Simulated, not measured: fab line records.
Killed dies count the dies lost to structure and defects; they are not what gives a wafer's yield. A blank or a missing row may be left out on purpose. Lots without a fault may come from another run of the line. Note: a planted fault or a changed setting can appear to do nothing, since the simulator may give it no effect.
fab line records -- flow n5_finfet
record: lots: 7, wafers: 21
route steps=1938 shown BEOL_M12@1649 BEOL_M13@1682 BEOL_M14@1751 MIM_BOT@1833 MIM_TOP@1838 PASSIVATION@1910
start_h: hours from the record's opening day to when the first of the lot's shown wafers began -- wait_h: how many hours have passed since the lot's step before this one -- " the same as in the row above -- L1.1+2: several wafers, shown together as one row -- - value missing, or start not given -- * or withheld: withheld -- < > ~ a bound
route shown NAME@n: NAME is a module with steps in the file, n the number in the route of the first one -- usual: mean/standard deviation taken from wafers without a fault -- same: alike in all rows -- chamber/n: place in a boat -- sites: each site's reading -- _std_site: how widely they spread, as a standard deviation -- _edge_site: the outer-site mean with the inner-site mean subtracted -- radius_mm: for every site, how far away it sits from the centre of the wafer -- mask NAME#n: copy n -- behind: the last tool/chamber to shape the wafer -- hold: the reason the lot was held/the length of the hold in hours/how it ended -- device: names the non-switching transistor (n, p or np) -- end of line: the same wafers' tests at the end of the route -- for a step that has no rows: nothing shown but its recipe -- killed: not the wafer's yield, but the dies lost to structure and defects at the first sort -- map: a wafer's dies, x killed, . not, _ none there
set.NAME: the setting that was run; set.NAME@STEP: the one run at that earlier step -- model.NAME: the simulator's own value behind a step, which no gauge read
lots run with intentionally changed settings; tables by step, rows by wafer
== steps ==
step: N5_BEOL_M12_SPUTTER_44
recipe: material: Ta, target_thk_a: 100, temp_c: 50, bias_v: 80, power_w: 15000, chamber_pressure_pa: 0.07, time_s: 16.13
lot.wafer,tool,chamber,start_h,wait_h,set.power_w,model.Ta_of_BEOL_M12_SPUTTER_44.thk_nm
L076.3,pvd_sputter-01,-,274.29,0.0,17020,11.2
L076.5+6,pvd_sputter-01,-,274.29,0.0,15000,9.8
L079.2+6,pvd_sputter-03,-,279.73,0.0,15000,10.2
L079.5,pvd_sputter-03,-,279.73,0.0,15000,10
L078.1,pvd_sputter-01,-,282.96,0.0,15000,9.8
L078.3,pvd_sputter-01,-,282.96,0.0,15000,10
L078.6,pvd_sputter-01,-,282.96,0.0,17440,11.4
L080.1,pvd_sputter-03,-,283.53,0.0,15000,10.2
L080.3,pvd_sputter-03,-,283.53,0.0,15000,10.4
L080.4,pvd_sputter-03,-,283.53,0.0,13670,9.2
L083.3,pvd_sputter-03,-,307.84,0.0,15000,9.8
L083.4+6,pvd_sputter-03,-,307.84,0.0,15000,10
L085.3+5+6,pvd_sputter-02,-,325.51,0.0,15000,10.2
L087.2,pvd_sputter-03,-,332.07,0.0,13960,9.4
L087.4,pvd_sputter-03,-,332.07,0.0,15000,10
L087.5,pvd_sputter-03,-,332.07,0.0,13960,9.2
step: N5_BEOL_M12_SPUTTER_45
recipe: material: Cu, target_thk_a: 800, temp_c: -20, bias_v: 60, power_w: 26000, chamber_pressure_pa: 0.13, time_s: 13.33
step: N5_BEOL_M12_ECD_47
recipe: material: Cu, target_thk_a: 7200
step: N5_BEOL_M12_ANNEAL_48
recipe: temp_c: 225, time_s: 90, ambient: N2
step: N5_BEOL_M12_CMP_49
recipe: stop_on: SiOC, t_overpolish_s: 20.6, down_force_psi: 1, platen_rpm: 50, clearing_platen_down_force_psi: 1.5, clearing_platen_rpm: 50, post_cmp_clean: cu_alkaline, target_thk_nm: 320, clearing_platen_pad_velocity_m_s: 0.99484, pad_velocity_m_s: 0.99484
lot.wafer,tool,chamber,start_h,wait_h,set.time_s@BEOL_M12_TRENCH_ETCH_34,model.Cu_of_BEOL_M12_ECD_47.thk_nm
L076.3,cmp-04,2,275.02,0.2,142.2,367.8
L076.5,cmp-04,0,275.02,0.2,125.5,324.8
L076.6,cmp-04,1,275.02,0.2,142.2,368.2
L079.2,cmp-04,2,280.39,0.2,125.5,330.2
L079.6,cmp-04,2,280.39,0.2,125.5,329.4
L079.5,cmp-04,3,280.39,0.2,125.5,328.2
L078.3,cmp-01,0,283.90,0.2,125.5,326
L078.1,cmp-01,2,283.90,0.2,100.9,265.8
L078.6,cmp-01,1,283.90,0.2,100.9,262.4
L080.3,cmp-04,2,284.21,0.2,125.5,318.2
L080.1,cmp-04,3,284.21,0.2,107.2,279.2
L080.4,cmp-04,0,284.21,0.2,125.5,318
L083.3,cmp-02,2,308.56,0.2,110.3,292.2
L083.4,cmp-02,3,308.56,0.2,110.3,279.6
L083.6,cmp-02,1,308.56,0.2,125.5,332
L085.3,cmp-02,1,326.42,0.4,125.5,318.4
L085.5,cmp-02,2,326.42,0.4,145,370.8
L085.6,cmp-02,3,326.42,0.4,145,364.8
L087.2,cmp-02,2,332.72,0.2,115.1,293.6
L087.4,cmp-02,1,332.72,0.2,115.1,300.8
L087.5,cmp-02,2,332.72,0.2,125.5,326.8
step: N5_BEOL_M12_THK_MEAS_50
recipe: thk_meas_gauge: xrf, reads: Cu_of_BEOL_M12_ECD_47
usual: M12_THK: 321/5.5
lot.wafer,tool,chamber,start_h,wait_h,set.time_s@BEOL_M12_TRENCH_ETCH_34,M12_THK[nm]
L076.3,film_metro-02,-,275.24,-,142.2,365
L076.5,film_metro-02,-,275.24,-,125.5,322
L076.6,film_metro-02,-,275.24,-,142.2,366
L079.2,film_metro-01,-,280.68,-,125.5,324
L079.5,film_metro-01,-,280.68,-,125.5,324
L079.6,film_metro-01,-,280.68,-,125.5,324
L078.1,film_metro-01,-,284.19,-,100.9,264
L078.3,film_metro-01,-,284.19,-,125.5,323
L078.6,film_metro-01,-,284.19,-,100.9,261
L080.1,film_metro-02,-,284.47,-,107.2,280
L080.3,film_metro-02,-,284.47,-,125.5,318
L080.4,film_metro-02,-,284.47,-,125.5,317
L083.3,film_metro-02,-,308.78,-,110.3,290
L083.4,film_metro-02,-,308.78,-,110.3,277
L083.6,film_metro-02,-,308.78,-,125.5,329
L085.3,film_metro-01,-,326.61,-,125.5,313
L085.5,film_metro-01,-,326.61,-,145,365
L085.6,film_metro-01,-,326.61,-,145,359
L087.2,film_metro-01,-,333.01,-,115.1,288
L087.4,film_metro-01,-,333.01,-,115.1,296
L087.5,film_metro-01,-,333.01,-,125.5,321
step: N5_BEOL_M12_PRE_CLEAN_52
recipe: gas: NH3, time_s: 15, temp_c: withheld, rf_power_w: 300
step: N5_BEOL_M12_DEP_53
recipe: material: SiCN, target_thk_a: 300, temp_c: withheld, precursor: 3MS/NH3, pressure_torr: 3, rf_w: 675, time_s: 10.5
step: N5_BEOL_M12_RS_MEAS_54
recipe: thk_meas_gauge: four-point-probe, reads: Cu_of_BEOL_M12_ECD_47+Ta_of_BEOL_M12_SPUTTER_44+TaN_of_BEOL_M12_SPUTTER_43
usual: M12_RS: 0.0593/0.001
lot.wafer,tool,chamber,start_h,wait_h,set.time_s@BEOL_M12_TRENCH_ETCH_34,M12_RS[ohm/sq]
L076.3,film_metro-02,-,275.36,0.0,142.2,0.0518
L076.5,film_metro-02,-,275.36,0.0,125.5,0.0590
L076.6,film_metro-02,-,275.36,0.0,142.2,0.0518
L079.2,film_metro-02,-,280.81,0.0,125.5,0.0581
L079.5,film_metro-02,-,280.81,0.0,125.5,0.0583
L079.6,film_metro-02,-,280.81,0.0,125.5,0.0581
L078.1,film_metro-02,-,284.32,0.0,100.9,0.0727
L078.3,film_metro-02,-,284.32,0.0,125.5,0.0586
L078.6,film_metro-02,-,284.32,0.0,100.9,0.0737
L080.1,film_metro-02,-,284.59,0.0,107.2,0.0691
L080.3,film_metro-02,-,284.59,0.0,125.5,0.0603
L080.4,film_metro-02,-,284.59,0.0,125.5,0.0603
L083.3,film_metro-01,-,308.90,0.0,110.3,0.0660
L083.4,film_metro-01,-,308.90,0.0,110.3,0.0692
L083.6,film_metro-01,-,308.90,0.0,125.5,0.0578
L085.3,film_metro-01,-,326.73,0.1,125.5,0.0604
L085.5,film_metro-01,-,326.73,0.1,145,0.0516
L085.6,film_metro-01,-,326.73,0.1,145,0.0523
L087.2,film_metro-02,-,333.14,0.0,115.1,0.0655
L087.4,film_metro-02,-,333.14,0.0,115.1,0.0638
L087.5,film_metro-02,-,333.14,0.0,125.5,0.0586
step: N5_BEOL_M13_COAT_22
recipe: spin_rpm: 2888, resist_thk_nm: 300
lot.wafer,tool,chamber,start_h,wait_h,set.spin_rpm,model.coat_of_BEOL_M13_COAT_22.thk_nm
L076.3,litho_track-05,0,-,-,2622,313.8
L076.5,litho_track-05,0,-,-,2622,314.6
L076.6,litho_track-05,0,-,-,2888,299.6
L079.2,litho_track-04,0,-,-,2888,299.8
L079.5+6,litho_track-04,0,-,-,2888,300.8
L078.1,litho_track-03,0,-,-,2888,299.8
L078.3,litho_track-03,0,-,-,2695,310.8
L078.6,litho_track-03,0,-,-,2695,310.6
L080.1,litho_track-05,0,-,-,2888,299.2
L080.3,litho_track-05,0,-,-,2888,298.2
L080.4,litho_track-05,0,-,-,2888,298.8
L083.3+6,litho_track-03,0,-,-,2888,301.8
L083.4,litho_track-03,0,-,-,2986,296.6
L085.3+5+6,litho_track-05,0,-,-,2888,299.4
L087.2,litho_track-05,0,-,-,2888,301.2
L087.4,litho_track-05,0,-,-,2888,301.6
L087.5,litho_track-05,0,-,-,2729,309
step: N5_BEOL_M13_EXPOSE_25
recipe: mask_id: M13, na: 0.93, source_shape: conventional, sigma_outer: 0.4, polarization: unpolarized, target_cd_nm: 210, dose_mj: 22
lot.wafer,tool,chamber,start_h,wait_h,mask,set.dose_mj
L076.3+5+6,krf_scanner-01,0,276.71,-,M13#0,22
L079.2+5+6,krf_scanner-02,0,282.23,-,M13#0,22
L078.1+3+6,krf_scanner-01,0,285.92,-,M13#0,22
L080.1+3,krf_scanner-01,0,286.11,-,M13#0,22.81
L080.4,krf_scanner-01,0,286.11,-,M13#0,22
L083.3,krf_scanner-02,0,310.68,-,M13#0,21.41
L083.4+6,krf_scanner-02,0,310.68,-,M13#0,22
L085.3,krf_scanner-02,0,328.31,-,M13#0,22
L085.5+6,krf_scanner-02,0,328.31,-,M13#0,22.71
L087.2+4+5,krf_scanner-02,0,334.43,-,M13#0,22
step: N5_BEOL_M13_PEB_26
recipe: peb_temp_c: 130, peb_time_s: 90
step: N5_BEOL_M13_DEVELOP_27
recipe: develop_time_s: 45, rinse_liquid: diw, dry: air_spin, dev_temp_c: 21
step: N5_BEOL_M13_DESCUM_33
recipe: chemistry: O2, time_s: 7.9, source_power_w: 50, bias_power_w: 20, pressure_mtorr: 20, rf_frequency_hz: 2.712e+07, temp_c: 40, o2_flow_sccm: 225
lot.wafer,tool,chamber,start_h,wait_h,set.dose_mj@BEOL_M13_EXPOSE_25,model.BEOL_M13.cd_nm
L076.3,rie_diel-06,0,276.96,0.0,22,209.4
L076.5,rie_diel-06,3,276.96,0.0,22,210.2
L076.6,rie_diel-06,0,276.96,0.0,22,208.6
L079.2,rie_diel-06,3,282.81,0.4,22,208.4
L079.5,rie_diel-06,1,282.81,0.4,22,208.8
L079.6,rie_diel-06,2,282.81,0.4,22,209
L078.1,rie_diel-02,0,286.18,0.0,22,211.2
L078.3,rie_diel-02,1,286.18,0.0,22,207.8
L078.6,rie_diel-02,2,286.18,0.0,22,208.2
L080.1,rie_diel-06,2,286.38,0.0,22.81,211.4
L080.3,rie_diel-06,3,286.38,0.0,22.81,212.4
L080.4,rie_diel-06,1,286.38,0.0,22,206
L083.3,rie_diel-06,1,310.93,0.0,21.41,204.8
L083.4,rie_diel-06,2,310.93,0.0,22,208.8
L083.6,rie_diel-06,0,310.93,0.0,22,206.8
L085.3,rie_diel-02,2,328.56,0.0,22,208
L085.5,rie_diel-02,1,328.56,0.0,22.71,212
L085.6,rie_diel-02,0,328.56,0.0,22.71,211.8
L087.2,rie_diel-06,1,334.69,0.0,22,209.2
L087.4,rie_diel-06,3,334.69,0.0,22,207.2
L087.5,rie_diel-06,3,334.69,0.0,22,207.4
step: N5_BEOL_M13_ETCH_67
recipe: chemistry: CF4, target: SiARC, target_depth_a: 1430, time_s: 238.3, ion_energy_ev: 80, pressure_mtorr: 40, source_w: 545, bias_w: 36, Ar_flow_sccm: 100, cf4_flow_sccm: 100, ends: cleared
lot.wafer,tool,chamber,start_h,wait_h,set.spin_rpm@BEOL_M13_COAT_22,model.coat_of_BEOL_M13_COAT_22.thk_nm
L076.3,rie_diel-06,0,276.99,0.0,2622,225
L076.5,rie_diel-06,3,276.99,0.0,2622,225.6
L076.6,rie_diel-06,0,276.99,0.0,2888,211
L079.2,rie_diel-06,3,282.85,0.0,2888,211.2
L079.5,rie_diel-06,1,282.85,0.0,2888,212.4
L079.6,rie_diel-06,2,282.85,0.0,2888,212
L078.1,rie_diel-02,0,286.22,0.0,2888,211
L078.3+6,rie_diel-02,"1,2",286.22,0.0,2695,222.2
L080.1,rie_diel-06,2,286.41,0.0,2888,210.8
L080.3,rie_diel-06,3,286.41,0.0,2888,209.6
L080.4,rie_diel-06,1,286.41,0.0,2888,210.6
L083.3+6,rie_diel-06,"1,0",310.96,0.0,2888,213.4
L083.4,rie_diel-06,2,310.96,0.0,2986,208.2
L085.3+5+6,rie_diel-02,"2,1,0",328.59,0.0,2888,210.6
L087.2,rie_diel-06,1,334.72,0.0,2888,212.6
L087.4,rie_diel-06,3,334.72,0.0,2888,212.8
L087.5,rie_diel-06,3,334.72,0.0,2729,220
step: N5_BEOL_M14_ETCH_68
recipe: chemistry: N2/H2, target: SOC, mask_material: SiARC, source_w: 3000, bias_w: 350, temp_c: 40, time_s: 450, ion_energy_ev: 200, pressure_mtorr: 30, n2_flow_sccm: 200, h2_flow_sccm: 200
lot.wafer,tool,chamber,start_h,wait_h,set.time_s,model.SiARC_of_BEOL_M14_COAT_66.thk_nm
L076.3+5,rie_diel-03,"3,2",283.01,0.1,450,64.6
L076.6,rie_diel-03,0,283.01,0.1,450,65
L079.2,rie_diel-05,1,288.08,0.1,450,63.6
L079.5,rie_diel-05,1,288.08,0.1,450,64.4
L079.6,rie_diel-05,3,288.08,0.1,450,64.2
L078.1,rie_diel-03,2,298.38,0.1,450,65.2
L078.3,rie_diel-03,3,298.38,0.1,496.3,60.2
L078.6,rie_diel-03,2,298.38,0.1,496.3,59.4
L080.1+4,rie_diel-03,"3,1",301.10,0.1,450,65
L080.3,rie_diel-03,1,301.10,0.1,450,64.8
L083.3,rie_diel-01,1,318.13,0.1,362.8,74.8
L083.4,rie_diel-01,2,318.13,0.1,362.8,72.4
L083.6,rie_diel-01,1,318.13,0.1,450,66.4
L085.3,rie_diel-01,2,335.44,0.1,450,63
L085.5,rie_diel-01,2,335.44,0.1,546.1,53.4
L085.6,rie_diel-01,3,335.44,0.1,450,65
L087.2,rie_diel-01,0,339.14,0.1,450,66.2
L087.4,rie_diel-01,3,339.14,0.1,506.2,59.4
L087.5,rie_diel-01,0,339.14,0.1,506.2,60.2
step: N5_MIM_BOT_SPUTTER_00
recipe: material: TiN, target_thk_a: 350, temp_c: 200, power_w: 3000, chamber_pressure_pa: 0.49996, gas: Ar, reactive_partial_pa: 0.37997, time_s: 89.7
lot.wafer,tool,chamber,start_h,wait_h,set.time_s,model.TiN_of_MIM_BOT_SPUTTER_00.thk_nm
L076.3,pvd_sputter-01,-,296.07,0.0,89.7,34.2
L076.5,pvd_sputter-01,-,296.07,0.0,96.36,37.4
L076.6,pvd_sputter-01,-,296.07,0.0,96.36,37
L079.2,pvd_sputter-03,-,306.77,0.0,89.7,35.6
L079.5,pvd_sputter-03,-,306.77,0.0,89.7,35.2
L079.6,pvd_sputter-03,-,306.77,0.0,89.7,36.2
L078.1,pvd_sputter-03,-,310.55,0.0,89.7,35.4
L078.3,pvd_sputter-03,-,310.55,0.0,83.46,32
L078.6,pvd_sputter-03,-,310.55,0.0,89.7,34.6
L080.1,pvd_sputter-01,-,311.57,0.0,89.7,34.8
L080.3,pvd_sputter-01,-,311.57,0.0,89.7,34.4
L080.4,pvd_sputter-01,-,311.57,0.0,89.7,34.2
L083.3,pvd_sputter-01,-,330.91,0.0,89.7,34.4
L083.4,pvd_sputter-01,-,330.91,0.0,89.7,34.8
L083.6,pvd_sputter-01,-,330.91,0.0,89.7,35
L085.3,pvd_sputter-03,-,345.56,0.0,77.69,30.4
L085.5,pvd_sputter-03,-,345.56,0.0,77.69,30.8
L085.6,pvd_sputter-03,-,345.56,0.0,89.7,35.2
L087.2,pvd_sputter-02,-,348.58,0.0,79.58,30.8
L087.4,pvd_sputter-02,-,348.58,0.0,79.58,30.6
L087.5,pvd_sputter-02,-,348.58,0.0,89.7,34.6
step: N5_MIM_TOP_SPUTTER_03
recipe: material: TiN, target_thk_a: 350, temp_c: 200, power_w: 3000, chamber_pressure_pa: 0.49996, gas: Ar, reactive_partial_pa: 0.37997, time_s: 89.7
lot.wafer,tool,chamber,start_h,wait_h,set.power_w,model.TiN_of_MIM_TOP_SPUTTER_03.thk_nm
L076.3,pvd_sputter-03,-,297.06,0.0,3000,35.4
L076.5,pvd_sputter-03,-,297.06,0.0,3000,36
L076.6,pvd_sputter-03,-,297.06,0.0,3000,34.8
L079.2,pvd_sputter-03,-,307.57,0.0,3000,35.8
L079.5,pvd_sputter-03,-,307.57,0.0,3000,36.2
L079.6,pvd_sputter-03,-,307.57,0.0,3000,35.6
L078.1,pvd_sputter-01,-,311.45,0.0,3000,35
L078.3+6,pvd_sputter-01,-,311.45,0.0,3000,36
L080.1,pvd_sputter-02,-,313.65,0.0,3000,34.6
L080.3,pvd_sputter-02,-,313.65,0.0,2801,33.8
L080.4,pvd_sputter-02,-,313.65,0.0,2801,32.8
L083.3,pvd_sputter-03,-,331.83,0.0,3000,35
L083.4,pvd_sputter-03,-,331.83,0.0,3000,35.8
L083.6,pvd_sputter-03,-,331.83,0.0,2772,32.2
L085.3,pvd_sputter-02,-,348.02,0.0,3000,34.6
L085.5,pvd_sputter-02,-,348.02,0.0,3000,34.8
L085.6,pvd_sputter-02,-,348.02,0.0,3000,34.4
L087.2,pvd_sputter-02,-,354.00,0.0,3152,36.6
L087.4,pvd_sputter-02,-,354.00,0.0,3000,34.4
L087.5,pvd_sputter-02,-,354.00,0.0,3152,36.4
step: N5_PASSIVATION_ETCH_59
recipe: chemistry: Cl2/BCl3, target: TaN, target_depth_a: 650, time_s: 34.9, ion_energy_ev: 100, pressure_mtorr: 10, icp_w: 900, bias_w: 100, Cl2_flow_sccm: 60, bcl3_flow_sccm: 30
lot.wafer,tool,chamber,start_h,wait_h,set.time_s,model.etch.depth_nm
L076.3,rie_metal-03,0,303.78,0.2,41.24,79.59
L076.5,rie_metal-03,0,303.78,0.2,34.9,67.95
L076.6,rie_metal-03,1,303.78,0.2,34.9,66.46
L079.2,rie_metal-01,0,315.17,0.3,34.9,63.64
L079.5,rie_metal-01,0,315.17,0.3,34.9,63.58
L079.6,rie_metal-01,1,315.17,0.3,34.9,68.01
L078.1,rie_metal-03,0,317.49,0.7,37.84,73.48
L078.3,rie_metal-03,0,317.49,0.7,34.9,67.4
L078.6,rie_metal-03,0,317.49,0.7,34.9,68.25
L080.1,rie_metal-01,0,319.71,0.3,34.9,64.14
L080.3,rie_metal-01,0,319.71,0.3,28.73,52.84
L080.4,rie_metal-01,1,319.71,0.3,28.73,56.57
L083.3,rie_metal-02,1,337.89,0.2,41.08,82.95
L083.4,rie_metal-02,0,337.89,0.2,34.9,65.33
L083.6,rie_metal-02,0,337.89,0.2,41.08,77.05
L085.3,rie_metal-03,0,356.30,0.2,34.9,68.15
L085.5,rie_metal-03,0,356.30,0.2,30.92,59.56
L085.6,rie_metal-03,1,356.30,0.2,30.92,60.19
L087.2,rie_metal-01,0,361.96,0.6,34.9,63.39
L087.4,rie_metal-01,0,361.96,0.6,34.9,63.24
L087.5,rie_metal-01,0,361.96,0.6,34.9,63.86
step: N5_PASSIVATION_PECVD_53
recipe: material: SiO2, target_thk_a: 8000, temp_c: 400, precursor: TEOS/O2, pressure_torr: 6.5, rf_w: withheld, teos_flow_sccm: withheld, gas: O2, flow_sccm: 2650, time_s: 169.4
lot.wafer,tool,chamber,start_h,wait_h,set.temp_c,model.SiO2_of_PASSIVATION_PECVD_53.thk_nm
L076.3,pecvd-04,2,304.37,0.0,416.5,726
L076.5,pecvd-04,0,304.37,0.0,400,801.4
L076.6,pecvd-04,1,304.37,0.0,416.5,735.2
L079.2,pecvd-02,2,315.82,0.0,400,792
L079.5,pecvd-02,1,315.82,0.0,400,782.4
L079.6,pecvd-02,0,315.82,0.0,400,807.6
L078.1,pecvd-01,2,318.21,0.0,400,798.2
L078.3,pecvd-01,2,318.21,0.0,392.1,844.6
L078.6,pecvd-01,2,318.21,0.0,392.1,850.4
L080.1,pecvd-01,1,320.33,0.0,414.5,722.8
L080.3,pecvd-01,2,320.33,0.0,400,803.2
L080.4,pecvd-01,1,320.33,0.0,414.5,732.4
L083.3,pecvd-04,2,338.88,0.0,386.8,870.8
L083.4,pecvd-04,0,338.88,0.0,400,796.2
L083.6,pecvd-04,1,338.88,0.0,400,806.2
L085.3,pecvd-04,1,357.16,0.0,407.2,757.4
L085.5,pecvd-04,0,357.16,0.0,400,794.6
L085.6,pecvd-04,1,357.16,0.0,407.2,759.4
L087.2,pecvd-02,1,362.66,0.0,400,771.6
L087.4,pecvd-02,1,362.66,0.0,386.8,859.4
L087.5,pecvd-02,2,362.66,0.0,386.8,882.6
step: N5_PASSIVATION_PECVD_35
recipe: material: SiNx, target_thk_a: 7000, temp_c: 400, precursor: SiH4/NH3/N2, pressure_torr: 4.9, rf_w: 1406, time_s: 151.3
lot.wafer,tool,chamber,start_h,wait_h,set.time_s,model.SiNx_of_PASSIVATION_PECVD_35.thk_nm
L076.3,pecvd-04,2,304.48,0.1,151.3,701.4
L076.5,pecvd-04,0,304.48,0.1,151.3,703.8
L076.6,pecvd-04,1,304.48,0.1,143.1,654.6
L079.2,pecvd-02,2,315.93,0.1,151.3,700.8
L079.5,pecvd-02,1,315.93,0.1,151.3,700.6
L079.6,pecvd-02,0,315.93,0.1,151.3,710.8
L078.1,pecvd-01,2,318.38,0.1,151.3,699.4
L078.3,pecvd-01,2,318.38,0.1,151.3,710.8
L078.6,pecvd-01,2,318.38,0.1,151.3,708.8
L080.1,pecvd-01,1,320.49,0.1,137.3,617.8
L080.3,pecvd-01,2,320.49,0.1,151.3,717.8
L080.4,pecvd-01,1,320.49,0.1,151.3,683.8
L083.3,pecvd-04,2,338.99,0.1,172.2,800
L083.4,pecvd-04,0,338.99,0.1,172.2,814.4
L083.6,pecvd-04,1,338.99,0.1,151.3,711.4
L085.3,pecvd-04,1,357.27,0.1,151.3,691.6
L085.5,pecvd-04,0,357.27,0.1,151.3,715.4
L085.6,pecvd-04,1,357.27,0.1,151.3,703.6
L087.2,pecvd-02,1,362.77,0.1,151.3,691.2
L087.4,pecvd-02,1,362.77,0.1,131.8,602
L087.5,pecvd-02,2,362.77,0.1,131.8,609.2
== key ==
split: step: N5_BEOL_M12_SPUTTER_44, setting: power_w, stated: 15000, by: wafer
response: step: N5_BEOL_M12_SPUTTER_44, reading: model.Ta_of_BEOL_M12_SPUTTER_44.thk_nm, change: +0.101, per: 1%, r: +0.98
split: step: N5_BEOL_M13_COAT_22, setting: spin_rpm, stated: 2888, by: wafer
response: step: N5_BEOL_M13_COAT_22, reading: model.coat_of_BEOL_M13_COAT_22.thk_nm, change: -1.56, per: 1%, r: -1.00
response: step: N5_BEOL_M13_ETCH_67, reading: model.coat_of_BEOL_M13_COAT_22.thk_nm, change: -1.54, per: 1%, r: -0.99
split: step: N5_BEOL_M13_EXPOSE_25, setting: dose_mj, stated: 22, by: wafer
response: step: N5_BEOL_M13_DESCUM_33, reading: model.BEOL_M13.cd_nm, change: +1.36, per: 1%, r: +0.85
split: step: N5_BEOL_M14_ETCH_68, setting: time_s, stated: 450, by: wafer
response: step: N5_BEOL_M14_ETCH_68, reading: model.SiARC_of_BEOL_M14_COAT_66.thk_nm, change: -0.459, per: 1%, r: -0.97
split: step: N5_MIM_BOT_SPUTTER_00, setting: time_s, stated: 89.7, by: wafer
response: step: N5_MIM_BOT_SPUTTER_00, reading: model.TiN_of_MIM_BOT_SPUTTER_00.thk_nm, change: +0.363, per: 1%, r: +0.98
split: step: N5_MIM_TOP_SPUTTER_03, setting: power_w, stated: 3000, by: wafer
response: step: N5_MIM_TOP_SPUTTER_03, reading: model.TiN_of_MIM_TOP_SPUTTER_03.thk_nm, change: +0.342, per: 1%, r: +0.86
split: step: N5_PASSIVATION_ETCH_59, setting: time_s, stated: 34.9, by: wafer
response: step: N5_PASSIVATION_ETCH_59, reading: model.etch.depth_nm, change: +0.686, per: 1%, r: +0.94
split: step: N5_PASSIVATION_PECVD_53, setting: temp_c, stated: 400, by: wafer
response: step: N5_PASSIVATION_PECVD_53, reading: model.SiO2_of_PASSIVATION_PECVD_53.thk_nm, change: -21.8, per: 1%, r: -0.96
split: step: N5_PASSIVATION_PECVD_35, setting: time_s, stated: 151.3, by: wafer
response: step: N5_PASSIVATION_PECVD_35, reading: model.SiNx_of_PASSIVATION_PECVD_35.thk_nm, change: +7.32, per: 1%, r: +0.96
split outside_this_file step=N5_BEOL_M12_TRENCH_ETCH_34 setting=time_s
split outside_this_file: this setting was split too, and the file shows its column; the key of that split is in another file
